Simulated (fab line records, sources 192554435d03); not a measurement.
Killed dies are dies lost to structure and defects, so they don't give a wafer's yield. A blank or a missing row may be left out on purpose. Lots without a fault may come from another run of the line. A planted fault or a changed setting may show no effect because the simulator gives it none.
A sampling plan put to the test | flow n5_finfet | one fab line, 74 faults that these records tell of, each judged on the records of the lots that it struck; 4 more are left out, because the records don't allow judging them
The plan is the line's own looks: the steps of the route at which a gauge or an inspection reads the wafer and doesn't change it. A look can be judged if struck wafers have a number there and the file gives its usual mean and standard deviation on fault-free wafers. Caught: at a look after the fault's first step, the mean of the struck wafers lies 4 or more of those standard deviations (sigma) from the usual mean. On the tool: the same test on the tool's own readings at the fault's steps. Another recipe on the struck wafers, or a record that is blank for them alone, also counts as caught.

THE FAULTS, as the simulator had put them in
1. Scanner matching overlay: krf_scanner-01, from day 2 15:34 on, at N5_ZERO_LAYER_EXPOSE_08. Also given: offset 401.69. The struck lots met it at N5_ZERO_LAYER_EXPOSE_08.
2. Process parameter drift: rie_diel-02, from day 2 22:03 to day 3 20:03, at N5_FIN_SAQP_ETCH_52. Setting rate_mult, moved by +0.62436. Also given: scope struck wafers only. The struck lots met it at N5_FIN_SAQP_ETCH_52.
3. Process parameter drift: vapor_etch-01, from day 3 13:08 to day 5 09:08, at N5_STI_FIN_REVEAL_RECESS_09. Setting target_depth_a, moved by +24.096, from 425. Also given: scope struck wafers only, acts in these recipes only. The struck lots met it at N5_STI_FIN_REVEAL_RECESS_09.
4. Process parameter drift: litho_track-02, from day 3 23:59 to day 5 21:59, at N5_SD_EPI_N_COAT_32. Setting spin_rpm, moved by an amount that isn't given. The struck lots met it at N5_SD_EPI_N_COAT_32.
5. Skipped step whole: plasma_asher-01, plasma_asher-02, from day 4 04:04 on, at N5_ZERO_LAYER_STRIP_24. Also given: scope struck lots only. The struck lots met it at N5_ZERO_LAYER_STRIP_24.
6. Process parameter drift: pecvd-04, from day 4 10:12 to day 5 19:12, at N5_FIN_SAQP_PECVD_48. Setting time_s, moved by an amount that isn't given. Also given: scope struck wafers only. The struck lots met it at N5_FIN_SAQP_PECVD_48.
7. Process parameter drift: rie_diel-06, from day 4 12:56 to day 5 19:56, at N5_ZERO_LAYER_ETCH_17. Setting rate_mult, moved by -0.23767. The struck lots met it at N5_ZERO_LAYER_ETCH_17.
8. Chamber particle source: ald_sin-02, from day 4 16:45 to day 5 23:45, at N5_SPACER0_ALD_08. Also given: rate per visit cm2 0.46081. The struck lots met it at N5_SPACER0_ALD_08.
9. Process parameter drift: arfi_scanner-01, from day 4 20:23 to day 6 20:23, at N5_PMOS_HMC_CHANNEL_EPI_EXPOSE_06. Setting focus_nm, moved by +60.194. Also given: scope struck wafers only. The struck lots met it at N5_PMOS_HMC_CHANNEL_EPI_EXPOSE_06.
10. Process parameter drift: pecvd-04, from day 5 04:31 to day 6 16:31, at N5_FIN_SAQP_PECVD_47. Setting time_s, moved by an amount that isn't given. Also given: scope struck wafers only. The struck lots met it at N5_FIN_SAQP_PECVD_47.
11. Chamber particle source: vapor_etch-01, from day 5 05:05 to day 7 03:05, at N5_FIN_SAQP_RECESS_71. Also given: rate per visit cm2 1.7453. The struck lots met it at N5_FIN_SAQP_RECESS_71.
12. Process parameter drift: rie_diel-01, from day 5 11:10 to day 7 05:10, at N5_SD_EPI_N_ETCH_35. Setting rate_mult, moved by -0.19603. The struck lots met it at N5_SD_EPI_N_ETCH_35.
13. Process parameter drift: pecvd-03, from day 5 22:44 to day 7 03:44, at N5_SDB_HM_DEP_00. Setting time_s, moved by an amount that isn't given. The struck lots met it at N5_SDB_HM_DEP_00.
14. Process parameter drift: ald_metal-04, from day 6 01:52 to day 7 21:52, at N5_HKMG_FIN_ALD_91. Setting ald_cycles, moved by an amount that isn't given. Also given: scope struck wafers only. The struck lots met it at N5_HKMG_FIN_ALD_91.
15. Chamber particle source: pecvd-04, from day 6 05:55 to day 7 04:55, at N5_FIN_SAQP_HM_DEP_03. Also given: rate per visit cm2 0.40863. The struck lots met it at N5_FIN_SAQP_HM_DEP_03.
16. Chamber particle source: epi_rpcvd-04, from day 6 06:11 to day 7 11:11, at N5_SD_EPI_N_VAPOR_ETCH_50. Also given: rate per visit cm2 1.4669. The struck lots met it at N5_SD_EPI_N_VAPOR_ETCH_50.
17. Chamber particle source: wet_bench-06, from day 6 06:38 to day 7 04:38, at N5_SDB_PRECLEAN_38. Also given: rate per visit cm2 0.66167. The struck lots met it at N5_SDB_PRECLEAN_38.
18. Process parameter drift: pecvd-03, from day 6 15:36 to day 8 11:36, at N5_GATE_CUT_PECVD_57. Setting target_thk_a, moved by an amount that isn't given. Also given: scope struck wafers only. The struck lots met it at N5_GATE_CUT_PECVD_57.
19. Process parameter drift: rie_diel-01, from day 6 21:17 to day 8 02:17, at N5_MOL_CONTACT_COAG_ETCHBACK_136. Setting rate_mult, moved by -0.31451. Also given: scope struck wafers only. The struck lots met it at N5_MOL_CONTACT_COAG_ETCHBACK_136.
20. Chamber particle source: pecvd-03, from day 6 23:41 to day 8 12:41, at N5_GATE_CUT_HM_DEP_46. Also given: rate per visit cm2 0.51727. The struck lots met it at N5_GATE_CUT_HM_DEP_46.
21. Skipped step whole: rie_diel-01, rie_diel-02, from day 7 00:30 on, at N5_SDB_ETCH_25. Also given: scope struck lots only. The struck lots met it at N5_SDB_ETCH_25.
22. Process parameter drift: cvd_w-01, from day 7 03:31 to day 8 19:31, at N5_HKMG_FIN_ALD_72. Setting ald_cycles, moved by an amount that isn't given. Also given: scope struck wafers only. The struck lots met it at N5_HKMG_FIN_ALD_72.
23. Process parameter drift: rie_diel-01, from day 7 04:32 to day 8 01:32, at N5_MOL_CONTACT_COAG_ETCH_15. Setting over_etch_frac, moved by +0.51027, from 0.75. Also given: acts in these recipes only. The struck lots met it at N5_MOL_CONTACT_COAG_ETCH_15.
24. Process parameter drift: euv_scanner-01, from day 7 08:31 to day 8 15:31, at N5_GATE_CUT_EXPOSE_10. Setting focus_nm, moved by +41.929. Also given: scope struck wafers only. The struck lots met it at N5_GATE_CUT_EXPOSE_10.
25. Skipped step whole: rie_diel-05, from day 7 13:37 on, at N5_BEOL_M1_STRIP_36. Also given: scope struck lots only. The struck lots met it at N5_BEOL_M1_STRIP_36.
26. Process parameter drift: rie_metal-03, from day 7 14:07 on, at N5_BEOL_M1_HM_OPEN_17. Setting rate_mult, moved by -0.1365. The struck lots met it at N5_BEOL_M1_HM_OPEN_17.
27. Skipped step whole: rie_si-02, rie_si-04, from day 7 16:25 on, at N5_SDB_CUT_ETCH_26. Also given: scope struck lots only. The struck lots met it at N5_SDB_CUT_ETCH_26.
28. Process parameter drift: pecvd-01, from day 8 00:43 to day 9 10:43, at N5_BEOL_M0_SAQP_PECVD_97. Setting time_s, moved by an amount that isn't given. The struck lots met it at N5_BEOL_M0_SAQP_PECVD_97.
29. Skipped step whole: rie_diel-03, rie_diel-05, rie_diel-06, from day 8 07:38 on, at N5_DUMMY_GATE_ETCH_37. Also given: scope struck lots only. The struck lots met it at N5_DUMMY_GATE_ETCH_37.
30. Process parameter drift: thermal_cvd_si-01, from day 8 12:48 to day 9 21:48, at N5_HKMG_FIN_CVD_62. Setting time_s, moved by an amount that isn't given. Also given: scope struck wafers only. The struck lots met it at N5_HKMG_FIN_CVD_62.
31. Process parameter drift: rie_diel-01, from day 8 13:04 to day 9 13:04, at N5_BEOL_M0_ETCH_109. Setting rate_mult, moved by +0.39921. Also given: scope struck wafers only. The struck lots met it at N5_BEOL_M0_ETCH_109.
32. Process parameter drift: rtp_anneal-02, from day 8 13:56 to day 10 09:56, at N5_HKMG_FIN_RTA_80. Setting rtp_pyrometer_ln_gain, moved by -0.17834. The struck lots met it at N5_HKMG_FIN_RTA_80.
33. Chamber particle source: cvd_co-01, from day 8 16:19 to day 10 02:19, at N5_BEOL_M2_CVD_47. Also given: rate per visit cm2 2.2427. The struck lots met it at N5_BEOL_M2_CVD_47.
34. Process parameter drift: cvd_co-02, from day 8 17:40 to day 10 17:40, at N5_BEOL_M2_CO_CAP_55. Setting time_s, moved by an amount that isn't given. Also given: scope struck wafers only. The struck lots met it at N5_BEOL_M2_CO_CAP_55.
35. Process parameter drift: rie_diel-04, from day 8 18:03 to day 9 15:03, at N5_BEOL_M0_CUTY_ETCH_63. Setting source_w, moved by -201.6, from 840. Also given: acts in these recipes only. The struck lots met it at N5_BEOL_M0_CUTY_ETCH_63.
36. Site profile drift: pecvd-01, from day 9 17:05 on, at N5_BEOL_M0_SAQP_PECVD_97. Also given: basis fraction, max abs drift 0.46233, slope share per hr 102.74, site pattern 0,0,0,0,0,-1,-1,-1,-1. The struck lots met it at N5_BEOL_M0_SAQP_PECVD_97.
37. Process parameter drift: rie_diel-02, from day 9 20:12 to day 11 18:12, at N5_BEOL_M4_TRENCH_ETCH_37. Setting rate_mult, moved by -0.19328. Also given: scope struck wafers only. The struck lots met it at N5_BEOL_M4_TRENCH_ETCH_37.
38. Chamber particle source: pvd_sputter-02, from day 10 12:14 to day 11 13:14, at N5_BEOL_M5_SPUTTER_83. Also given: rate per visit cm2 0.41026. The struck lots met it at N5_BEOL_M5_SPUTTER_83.
39. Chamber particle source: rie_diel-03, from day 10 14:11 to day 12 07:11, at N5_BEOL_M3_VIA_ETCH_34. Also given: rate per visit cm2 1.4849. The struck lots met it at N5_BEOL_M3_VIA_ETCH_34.
40. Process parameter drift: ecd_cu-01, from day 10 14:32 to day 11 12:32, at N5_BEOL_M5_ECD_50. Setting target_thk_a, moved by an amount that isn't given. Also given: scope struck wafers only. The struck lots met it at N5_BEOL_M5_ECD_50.
41. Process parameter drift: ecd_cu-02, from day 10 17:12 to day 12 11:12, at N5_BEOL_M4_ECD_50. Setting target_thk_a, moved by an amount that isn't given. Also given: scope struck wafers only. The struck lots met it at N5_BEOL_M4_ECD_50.
42. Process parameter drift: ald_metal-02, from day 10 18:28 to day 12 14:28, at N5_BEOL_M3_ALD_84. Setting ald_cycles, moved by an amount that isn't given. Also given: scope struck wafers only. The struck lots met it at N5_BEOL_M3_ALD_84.
43. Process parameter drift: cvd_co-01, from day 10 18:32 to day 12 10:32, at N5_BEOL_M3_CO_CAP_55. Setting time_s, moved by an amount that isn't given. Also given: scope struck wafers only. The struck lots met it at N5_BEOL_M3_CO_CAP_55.
44. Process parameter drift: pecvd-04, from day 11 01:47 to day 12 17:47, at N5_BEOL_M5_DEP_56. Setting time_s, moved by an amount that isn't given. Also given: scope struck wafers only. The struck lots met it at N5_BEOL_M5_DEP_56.
45. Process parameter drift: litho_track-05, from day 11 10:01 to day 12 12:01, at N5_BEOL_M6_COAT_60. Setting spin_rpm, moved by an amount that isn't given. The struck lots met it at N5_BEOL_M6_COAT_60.
46. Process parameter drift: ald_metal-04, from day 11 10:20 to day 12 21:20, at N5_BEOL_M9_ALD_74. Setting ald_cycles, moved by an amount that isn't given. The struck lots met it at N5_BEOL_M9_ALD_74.
47. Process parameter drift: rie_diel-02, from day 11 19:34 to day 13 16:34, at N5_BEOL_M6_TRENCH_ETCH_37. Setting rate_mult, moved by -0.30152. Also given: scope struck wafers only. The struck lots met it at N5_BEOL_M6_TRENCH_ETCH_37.
48. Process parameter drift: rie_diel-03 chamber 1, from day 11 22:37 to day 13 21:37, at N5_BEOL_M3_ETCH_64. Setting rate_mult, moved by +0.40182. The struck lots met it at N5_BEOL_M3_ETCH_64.
49. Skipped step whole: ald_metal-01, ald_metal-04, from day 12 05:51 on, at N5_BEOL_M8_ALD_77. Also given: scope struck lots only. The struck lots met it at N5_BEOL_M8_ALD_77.
50. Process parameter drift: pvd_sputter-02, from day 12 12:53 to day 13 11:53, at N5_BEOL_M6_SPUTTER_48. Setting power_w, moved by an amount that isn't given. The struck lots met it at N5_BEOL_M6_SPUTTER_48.
51. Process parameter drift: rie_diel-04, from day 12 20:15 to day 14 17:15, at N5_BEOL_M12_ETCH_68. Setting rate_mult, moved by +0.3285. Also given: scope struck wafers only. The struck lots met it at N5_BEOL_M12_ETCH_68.
52. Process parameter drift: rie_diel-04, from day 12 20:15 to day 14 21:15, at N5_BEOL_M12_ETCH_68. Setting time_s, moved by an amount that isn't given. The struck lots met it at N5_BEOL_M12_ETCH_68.
53. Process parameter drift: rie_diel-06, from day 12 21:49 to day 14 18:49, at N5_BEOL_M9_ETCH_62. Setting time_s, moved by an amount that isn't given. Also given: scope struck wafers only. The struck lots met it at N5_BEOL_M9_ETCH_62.
54. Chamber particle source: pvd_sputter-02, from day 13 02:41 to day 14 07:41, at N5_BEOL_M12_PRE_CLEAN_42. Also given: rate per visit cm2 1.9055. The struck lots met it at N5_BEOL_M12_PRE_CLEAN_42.
55. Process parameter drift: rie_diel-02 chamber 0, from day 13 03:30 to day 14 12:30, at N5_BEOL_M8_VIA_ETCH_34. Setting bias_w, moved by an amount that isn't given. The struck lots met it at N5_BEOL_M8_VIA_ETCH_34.
56. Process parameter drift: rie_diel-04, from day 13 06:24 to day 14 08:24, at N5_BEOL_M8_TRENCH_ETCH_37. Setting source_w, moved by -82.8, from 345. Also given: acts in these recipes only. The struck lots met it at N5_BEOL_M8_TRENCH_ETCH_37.
57. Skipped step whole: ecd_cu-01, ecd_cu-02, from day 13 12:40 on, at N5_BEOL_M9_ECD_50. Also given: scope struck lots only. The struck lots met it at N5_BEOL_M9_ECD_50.
58. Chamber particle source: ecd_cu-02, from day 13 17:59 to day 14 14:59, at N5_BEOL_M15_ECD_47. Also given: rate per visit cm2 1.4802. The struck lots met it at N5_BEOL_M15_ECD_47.
59. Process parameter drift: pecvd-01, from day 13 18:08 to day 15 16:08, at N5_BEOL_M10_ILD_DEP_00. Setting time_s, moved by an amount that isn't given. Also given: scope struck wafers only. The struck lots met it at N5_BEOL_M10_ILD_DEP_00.
60. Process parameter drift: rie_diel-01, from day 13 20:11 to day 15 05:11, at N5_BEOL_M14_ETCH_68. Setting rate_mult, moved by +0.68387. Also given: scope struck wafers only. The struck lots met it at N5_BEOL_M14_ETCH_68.
61. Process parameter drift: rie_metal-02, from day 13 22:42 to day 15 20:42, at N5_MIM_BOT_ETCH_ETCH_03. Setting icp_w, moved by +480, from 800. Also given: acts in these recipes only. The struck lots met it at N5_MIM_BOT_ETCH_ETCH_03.
62. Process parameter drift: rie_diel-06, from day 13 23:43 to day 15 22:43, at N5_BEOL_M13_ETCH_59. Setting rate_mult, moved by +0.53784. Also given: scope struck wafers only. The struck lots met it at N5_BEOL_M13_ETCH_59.
63. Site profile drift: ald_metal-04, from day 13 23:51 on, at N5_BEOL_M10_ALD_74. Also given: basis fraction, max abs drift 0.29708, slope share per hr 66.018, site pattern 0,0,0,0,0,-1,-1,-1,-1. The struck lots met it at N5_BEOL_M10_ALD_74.
64. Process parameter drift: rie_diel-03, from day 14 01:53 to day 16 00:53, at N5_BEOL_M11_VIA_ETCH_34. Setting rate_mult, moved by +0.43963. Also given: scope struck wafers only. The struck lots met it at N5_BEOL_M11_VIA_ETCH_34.
65. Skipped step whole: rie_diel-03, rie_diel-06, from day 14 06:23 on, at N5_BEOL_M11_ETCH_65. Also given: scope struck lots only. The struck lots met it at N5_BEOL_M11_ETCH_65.
66. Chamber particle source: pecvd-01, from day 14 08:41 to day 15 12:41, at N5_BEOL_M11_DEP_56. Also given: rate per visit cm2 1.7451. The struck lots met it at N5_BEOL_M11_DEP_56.
67. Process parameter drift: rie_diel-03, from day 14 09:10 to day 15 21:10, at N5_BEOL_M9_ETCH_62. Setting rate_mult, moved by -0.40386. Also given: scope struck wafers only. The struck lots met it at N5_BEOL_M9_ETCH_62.
68. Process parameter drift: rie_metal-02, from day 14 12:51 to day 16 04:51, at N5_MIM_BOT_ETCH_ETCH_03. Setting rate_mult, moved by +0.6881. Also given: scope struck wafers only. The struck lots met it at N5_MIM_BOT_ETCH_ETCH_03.
69. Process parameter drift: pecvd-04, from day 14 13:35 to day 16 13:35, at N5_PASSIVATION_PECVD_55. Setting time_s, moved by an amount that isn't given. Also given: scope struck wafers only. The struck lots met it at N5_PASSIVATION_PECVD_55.
70. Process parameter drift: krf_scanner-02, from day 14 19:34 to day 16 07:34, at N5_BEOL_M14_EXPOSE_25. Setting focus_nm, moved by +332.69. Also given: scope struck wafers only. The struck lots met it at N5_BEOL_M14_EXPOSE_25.
71. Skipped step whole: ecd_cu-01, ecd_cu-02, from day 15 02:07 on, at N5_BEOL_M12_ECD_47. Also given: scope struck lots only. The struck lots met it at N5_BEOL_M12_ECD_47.
72. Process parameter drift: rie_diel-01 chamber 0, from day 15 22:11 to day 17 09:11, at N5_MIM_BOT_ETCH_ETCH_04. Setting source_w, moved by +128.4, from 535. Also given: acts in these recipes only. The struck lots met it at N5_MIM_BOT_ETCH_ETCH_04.
73. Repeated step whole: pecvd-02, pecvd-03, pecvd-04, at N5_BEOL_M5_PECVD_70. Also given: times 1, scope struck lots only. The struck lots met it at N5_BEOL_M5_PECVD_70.
74. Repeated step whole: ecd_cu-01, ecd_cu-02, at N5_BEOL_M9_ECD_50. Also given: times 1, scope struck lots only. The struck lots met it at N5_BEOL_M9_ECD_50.

WHAT THE PLAN SAW
fault | on the tool itself                               | first look that catches it                      | reading, sigma                                                      | median hours from its first step to that look | hours from the fault's start to the first struck lot there | judged looks passed uncaught
1     | no reading that can be judged                    | not the one look that can be judged after it    | -                                                                   | -                                             | -                                                          | 1
2     | under 2 sigma                                    | not the one look that can be judged after it    | -                                                                   | -                                             | -                                                          | 1
3     | under 2 sigma                                    | none of the 2 looks that can be judged after it | strongest: trench_depth_nm at N5_STI_FIN_REVEAL_FIN_H_MEAS_10, +3.3 | -                                             | -                                                          | 2
4     | spin_speed_rpm -41 sigma                         | not the one look that can be judged after it    | -                                                                   | -                                             | -                                                          | 1
5     | no reading that can be judged                    | not the one look that can be judged after it    | -                                                                   | -                                             | -                                                          | 1
6     | under 2 sigma                                    | none of the 2 looks that can be judged after it | -                                                                   | -                                             | -                                                          | 2
7     | under 2 sigma                                    | not the one look that can be judged after it    | -                                                                   | -                                             | -                                                          | 1
8     | under 2 sigma                                    | N5_SPACER0_INSPECT_04                           | raw_defect_count +7.3                                               | 0.2                                           | 17                                                         | 0
9     | no reading that can be judged                    | N5_PMOS_HMC_CHANNEL_EPI_CD_MEAS_09              | cd_nm +26                                                           | 0.1                                           | 3                                                          | 0
10    | run_length_s +18 sigma                           | not the one look that can be judged after it    | -                                                                   | -                                             | -                                                          | 1
11    | under 2 sigma                                    | N5_FIN_SAQP_INSPECT_40                          | raw_defect_count +14                                                | 1.3                                           | 4                                                          | 1
12    | under 2 sigma                                    | no look after it can be judged                  | -                                                                   | -                                             | -                                                          | 0
13    | under 2 sigma                                    | none of the 2 looks that can be judged after it | -                                                                   | -                                             | -                                                          | 2
14    | under 2 sigma                                    | N5_BEOL_M4_RC_MEAS_101                          | VT_N_LONG +21                                                       | 103.2                                         | 106                                                        | 0
15    | under 2 sigma                                    | N5_FIN_CUT_INSPECT_10                           | raw_defect_count +21                                                | 5.8                                           | 9                                                          | 2
16    | under 2 sigma                                    | N5_SD_EPI_N_INSPECT_26                          | raw_defect_count +20                                                | 3.9                                           | 7                                                          | 0
17    | no reading that can be judged                    | no look after it can be judged                  | -                                                                   | -                                             | -                                                          | 0
18    | under 2 sigma                                    | not the one look that can be judged after it    | -                                                                   | -                                             | -                                                          | 1
19    | only faintly: oes_product_au -2.7 sigma          | no look after it can be judged                  | -                                                                   | -                                             | -                                                          | 0
20    | under 2 sigma                                    | N5_GATE_CUT_INSPECT_15                          | raw_defect_count +8.5                                               | 1.0                                           | 3                                                          | 0
21    | the tool's record is blank for the struck wafers | not the one look that can be judged after it    | -                                                                   | -                                             | -                                                          | 1
22    | under 2 sigma                                    | not the one look that can be judged after it    | -                                                                   | -                                             | -                                                          | 1
23    | under 2 sigma                                    | not the one look that can be judged after it    | -                                                                   | -                                             | -                                                          | 1
24    | no reading that can be judged                    | N5_GATE_CUT_CD_MEAS_13                          | cd_nm -6.0                                                          | 0.1                                           | 6                                                          | 0
25    | the tool's record is blank for the struck wafers | not the one look that can be judged after it    | -                                                                   | -                                             | -                                                          | 1
26    | under 2 sigma                                    | not the one look that can be judged after it    | -                                                                   | -                                             | -                                                          | 1
27    | no reading that can be judged                    | no look after it can be judged                  | -                                                                   | -                                             | -                                                          | 0
28    | under 2 sigma                                    | not the one look that can be judged after it    | -                                                                   | -                                             | -                                                          | 1
29    | the tool's record is blank for the struck wafers | no look after it can be judged                  | -                                                                   | -                                             | -                                                          | 0
30    | under 2 sigma                                    | N5_BEOL_M4_RC_MEAS_101                          | VT_N_LONG +49                                                       | 99.6                                          | 104                                                        | 0
31    | under 2 sigma                                    | not the one look that can be judged after it    | -                                                                   | -                                             | -                                                          | 1
32    | no reading that can be judged                    | N5_BEOL_M4_RC_MEAS_101                          | VT_N_LVT -5.1                                                       | 103.7                                         | 113                                                        | 0
33    | no reading that can be judged                    | not the one look that can be judged after it    | -                                                                   | -                                             | -                                                          | 1
34    | run_length_s +73 sigma                           | not the one look that can be judged after it    | -                                                                   | -                                             | -                                                          | 1
35    | rf_fwd_power_W -76 sigma                         | not the one look that can be judged after it    | -                                                                   | -                                             | -                                                          | 1
36    | under 2 sigma                                    | none of the 2 looks that can be judged after it | -                                                                   | -                                             | -                                                          | 2
37    | under 2 sigma                                    | N5_BEOL_M4_OCD_MEAS_38                          | trench_depth_nm -11                                                 | 0.2                                           | 11                                                         | 0
38    | under 2 sigma                                    | none of the 2 looks that can be judged after it | -                                                                   | -                                             | -                                                          | 2
39    | under 2 sigma                                    | not the one look that can be judged after it    | -                                                                   | -                                             | -                                                          | 1
40    | no reading that can be judged                    | not the one look that can be judged after it    | -                                                                   | -                                             | -                                                          | 1
41    | no reading that can be judged                    | not the one look that can be judged after it    | -                                                                   | -                                             | -                                                          | 1
42    | under 2 sigma                                    | N5_BEOL_M4_RC_MEAS_101                          | CHAIN_V2 -4.4                                                       | 18.5                                          | 19                                                         | 0
43    | run_length_s +54 sigma                           | not the one look that can be judged after it    | -                                                                   | -                                             | -                                                          | 1
44    | under 2 sigma                                    | not the one look that can be judged after it    | -                                                                   | -                                             | -                                                          | 1
45    | spin_speed_rpm +99 or beyond sigma               | none of the 3 looks that can be judged after it | -                                                                   | -                                             | -                                                          | 3
46    | under 2 sigma                                    | none of the 2 looks that can be judged after it | strongest: COMB_M9_max_site at N5_BEOL_M15_RC_MEAS_101, +3.8        | -                                             | -                                                          | 2
47    | under 2 sigma                                    | N5_BEOL_M6_OCD_MEAS_38                          | trench_depth_nm -18                                                 | 0.2                                           | 6                                                          | 0
48    | under 2 sigma                                    | N5_BEOL_M3_CD_MEAS_18                           | cd_nm +4.5                                                          | 0.6                                           | 28                                                         | 0
49    | the tool's record is blank for the struck wafers | no look after it can be judged                  | -                                                                   | -                                             | -                                                          | 0
50    | cathode_dc_power_W -99 or beyond sigma           | no look after it can be judged                  | -                                                                   | -                                             | -                                                          | 0
51    | only faintly: oes_product_au +2.9 sigma          | no look after it can be judged                  | -                                                                   | -                                             | -                                                          | 0
52    | run_length_s -99 or beyond sigma                 | no look after it can be judged                  | -                                                                   | -                                             | -                                                          | 0
53    | only faintly: oes_product_au +2.4 sigma          | no look after it can be judged                  | -                                                                   | -                                             | -                                                          | 0
54    | under 2 sigma                                    | none of the 2 looks that can be judged after it | -                                                                   | -                                             | -                                                          | 2
55    | bias_w -85 sigma                                 | no look after it can be judged                  | -                                                                   | -                                             | -                                                          | 0
56    | rf_fwd_power_W -49 sigma                         | N5_BEOL_M8_OCD_MEAS_38                          | trench_depth_nm -4.7                                                | 0.2                                           | 0                                                          | 0
57    | no reading that can be judged                    | no look after it can be judged                  | -                                                                   | -                                             | -                                                          | 0
58    | no reading that can be judged                    | no look after it can be judged                  | -                                                                   | -                                             | -                                                          | 0
59    | run_length_s -24 sigma                           | N5_BEOL_M10_THK_MEAS_01                         | M10_ILD_THK -13                                                     | 0.6                                           | 2                                                          | 0
60    | oes_product_au +5.9 sigma                        | not the one look that can be judged after it    | strongest: SERP_M14_max_site at N5_BEOL_M15_RC_MEAS_101, -3.8       | -                                             | -                                                          | 1
61    | rf_fwd_power_W +99 or beyond sigma               | no look after it can be judged                  | -                                                                   | -                                             | -                                                          | 0
62    | only faintly: throttle_valve_pct +2.5 sigma      | N5_BEOL_M13_CD_MEAS_17                          | cd_nm +4.1                                                          | 0.5                                           | 21                                                         | 0
63    | under 2 sigma                                    | not the one look that can be judged after it    | strongest: COMB_M10_max_site at N5_BEOL_M15_RC_MEAS_101, +3.4       | -                                             | -                                                          | 1
64    | only faintly: oes_product_au +2.9 sigma          | no look after it can be judged                  | -                                                                   | -                                             | -                                                          | 0
65    | the tool's record is blank for the struck wafers | no look after it can be judged                  | -                                                                   | -                                             | -                                                          | 0
66    | under 2 sigma                                    | N5_BEOL_M11_INSPECT_58                          | raw_defect_count +39                                                | 0.1                                           | 6                                                          | 1
67    | under 2 sigma                                    | no look after it can be judged                  | -                                                                   | -                                             | -                                                          | 0
68    | only faintly: oes_product_au +2.3 sigma          | no look after it can be judged                  | -                                                                   | -                                             | -                                                          | 0
69    | under 2 sigma                                    | none of the 2 looks that can be judged after it | -                                                                   | -                                             | -                                                          | 2
70    | no reading that can be judged                    | N5_BEOL_M14_CD_MEAS_28                          | cd_nm +7.5                                                          | 0.2                                           | 6                                                          | 0
71    | no reading that can be judged                    | N5_BEOL_M12_RS_MEAS_54                          | M12_RS +99 or beyond                                                | 0.9                                           | 9                                                          | 0
72    | rf_fwd_power_W +75 sigma                         | no look after it can be judged                  | -                                                                   | -                                             | -                                                          | 0
73    | under 2 sigma                                    | no look after it can be judged                  | -                                                                   | -                                             | -                                                          | 0
74    | no reading that can be judged                    | no look after it can be judged                  | -                                                                   | -                                             | -                                                          | 0
A dash: the fault isn't caught, or these records don't give the number.

Caught at a look: 20 of 74. Caught on the tool: 19 of 74. By one or the other: 37 of 74.
Caught on the tool alone: faults 4, 10, 21, 25, 29, 34, 35, 43, 45, 49, 50, 52, 55, 60, 61, 65, 72.
Caught at a look alone: faults 8, 9, 11, 14, 15, 16, 20, 24, 30, 32, 37, 42, 47, 48, 62, 66, 70, 71.
Caught by neither: faults 1, 2, 3, 5, 6, 7, 12, 13, 17, 18, 19, 22, 23, 26, 27, 28, 31, 33, 36, 38, 39, 40, 41, 44, 46, 51, 53, 54, 57, 58, 63, 64, 67, 68, 69, 73, 74.

THINNER SAMPLING
If the look that catches a fault measured only every second or every third lot, by lot number, the first struck lot would be measured this late in the worst case:
fault | struck lots at that look, in order of time | every lot | every second lot | every third lot
8     | L700, L702                                 | 17 h      | may miss all 2   | may miss all 2
9     | L601, L602                                 | 3 h       | 9 h              | may miss all 2
11    | L771, L775                                 | 4 h       | may miss all 2   | may miss all 2
14    | L619                                       | 106 h     | may miss it      | may miss it
15    | L943, L944, L946                           | 9 h       | 17 h             | may miss all 3
16    | L110, L112                                 | 7 h       | may miss all 2   | may miss all 2
20    | L672, L676                                 | 3 h       | may miss all 2   | may miss all 2
24    | L329, L330                                 | 6 h       | 12 h             | may miss all 2
30    | L912, L914, L916                           | 104 h     | may miss all 3   | 130 h
32    | L589, L586                                 | 113 h     | 139 h            | may miss all 2
37    | L231, L232, L235                           | 11 h      | 17 h             | may miss all 3
42    | L236, L235, L237                           | 19 h      | 21 h             | 26 h
47    | L416, L419                                 | 6 h       | 15 h             | may miss all 2
48    | L310                                       | 28 h      | may miss it      | may miss it
56    | L622, L627                                 | 0 h       | 23 h             | may miss all 2
59    | L750, L755, L756                           | 2 h       | 24 h             | may miss all 3
62    | L416                                       | 21 h      | may miss it      | may miss it
66    | L188, L194                                 | 6 h       | may miss all 2   | may miss all 2
70    | L594, L601                                 | 6 h       | 11 h             | may miss all 2
71    | L114, L116                                 | 9 h       | may miss all 2   | may miss all 2
Hours are from the fault's start to the first struck lot that is measured. The limit of 4 sigma was tested on all struck wafers together, so one lot alone may lie under it. Other struck lots may not be in these records.

THE LONGEST TIMED WAY FROM STEP TO LOOK
Fault 32: a median of 103.7 hours passes between N5_HKMG_FIN_RTA_80 and N5_BEOL_M4_RC_MEAS_101. No look between them can be judged.
